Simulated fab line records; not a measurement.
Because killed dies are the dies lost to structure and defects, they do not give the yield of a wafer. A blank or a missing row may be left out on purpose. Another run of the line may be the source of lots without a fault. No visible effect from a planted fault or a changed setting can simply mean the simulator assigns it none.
Matching of chambers + flow n5_finfet + 4 sister chambers for N5_STI_FIN_REVEAL_ALD_00 on ald_sin-03
The step deposits SiO2, target thk 1 nm, pulse time 1 s. 14 wafers are shown with their chamber, then 7 later ones without.

EACH WAFER AND ITS CHAMBER
| wafer  | chamber | heater_power_w (W) | precursor_pulse_height_rel |
|--------|---------|--------------------|----------------------------|
| L078.1 | 0       | 441                | 0.951                      |
| L078.3 | 2       | 547                | 0.993                      |
| L078.5 | 2       | 533                | 1.002                      |
| L079.4 | 2       | 534                | 0.968                      |
| L079.5 | 0       | 435                | 1.035                      |
| L079.6 | 1       | 515                | 1.020                      |
| L080.2 | 1       | 494                | 0.970                      |
| L080.3 | 2       | 537                | 1.014                      |
| L080.4 | 3       | 379                | 1.000                      |
| L083.4 | 0       | 439                | 1.034                      |
| L083.5 | 3       | 379                | 0.990                      |
| L083.6 | 2       | 537                | 0.997                      |
| L087.2 | 2       | 544                | 1.020                      |
| L087.4 | 3       | 384                | 1.030                      |

SIGNATURES (means of the wafers above)
| reading                    | chamber 0 | chamber 1 | chamber 2 | chamber 3 | scatter within a chamber |
|----------------------------|-----------|-----------|-----------|-----------|--------------------------|
| heater_power_w             | 438.33    | 504.50    | 538.67    | 380.67    | 6.43                     |
| precursor_pulse_height_rel | 1.00667   | 0.99500   | 0.99900   | 1.00667   | 0.0291                   |
Rule: distance of a wafer from a chamber = root of the sum over the readings of ((wafer's reading minus chamber's mean) / reading's scatter) squared. The wafer belongs to the nearest chamber; if the next one is less than 2 further off, it can't be placed. The scatter: the root of (the sum of the squares of (reading less its chamber's mean) over the shown wafers, divided by (wafers less chambers)).

WAFERS WITH NO CHAMBER GIVEN
| wafer  | heater_power_w (W) | precursor_pulse_height_rel |
|--------|--------------------|----------------------------|
| L087.5 | 510                | 1.006                      |
| L090.1 | 437                | 0.996                      |
| L090.4 | 531                | 0.993                      |
| L090.5 | 535                | 1.018                      |
| L093.1 | 538                | 0.989                      |
| L093.2 | 439                | 0.963                      |
| L093.3 | 515                | 0.981                      |

WHICH CHAMBER EACH ONE RAN IN
| wafer  | from the rows above | in truth |
|--------|---------------------|----------|
| L087.5 | 1                   | 1        |
| L090.1 | 0                   | 0        |
| L090.4 | 2                   | 2        |
| L090.5 | 2                   | 2        |
| L093.1 | 2                   | 2        |
| L093.2 | 0                   | 0        |
| L093.3 | 1                   | 1        |
Correct placement for 7 of the 7. Not placeable from these rows: 0. Placed wrongly: 0.
